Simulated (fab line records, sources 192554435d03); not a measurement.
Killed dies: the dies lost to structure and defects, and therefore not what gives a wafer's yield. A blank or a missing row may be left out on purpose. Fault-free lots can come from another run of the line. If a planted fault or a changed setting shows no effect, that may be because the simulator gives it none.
Matching of chambers -- flow n5_finfet -- 3 sister chambers for N5_BEOL_M7_PECVD_70 on pecvd-03
The step deposits SiO2 from TEOS/O2, target thk 20 nm, time 22.7 s. 6 wafers are shown with their chamber, then 12 later ones without.

WAFERS, EACH WITH ITS CHAMBER
wafer,chamber,showerhead_vpp_V (V),showerhead_plenum_p_Torr (Torr)
L084.1,0,1328,8.85
L094.3,0,1293,8.81
L094.4,1,1254,8.76
L085.2,2,1356,8.74
L085.4,2,1352,8.74
L085.6,1,1222,8.76

WAFERS WITH NO CHAMBER GIVEN
wafer,showerhead_vpp_V (V),showerhead_plenum_p_Torr (Torr)
L089.3,1351,8.76
L089.5,1383,8.75
L089.6,1322,8.87
L087.1,1231,8.78
L087.2,1398,8.74
L087.3,1327,8.86
L086.3,1231,8.79
L086.4,1266,8.77
L086.5,1308,8.85
L097.1,1300,8.82
L097.3,1285,8.75
L097.6,1301,8.86

WHICH CHAMBER EACH WENT THROUGH
wafer,from the rows above,in truth
L089.3,2,2
L089.5,2,2
L089.6,0,0
L087.1,1,1
L087.2,2,2
L087.3,0,0
L086.3,1,1
L086.4,1,1
L086.5,0,0
L097.1,0,0
L097.3,can't be placed: 1 or 2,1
L097.6,0,0
Placed correctly: 11 of 12. From these rows, 1 cannot be placed; in 1 the true chamber is one of the candidates. Placed wrongly: 0.
How it was worked out, from the rows above alone: a wafer's distance from a chamber is the root of the sum, over the readings, of the square of ((its reading less the chamber's mean) divided by the reading's scatter). If the next closest chamber is less than 2 further off than the closest, the wafer can't be placed; otherwise it belongs to the closest. For every chamber, the mean is computed from those of its wafers that are shown. The scatter: take each reading less its chamber's mean, square it, sum over the shown wafers, divide by the number of wafers less the number of chambers, and take the root.
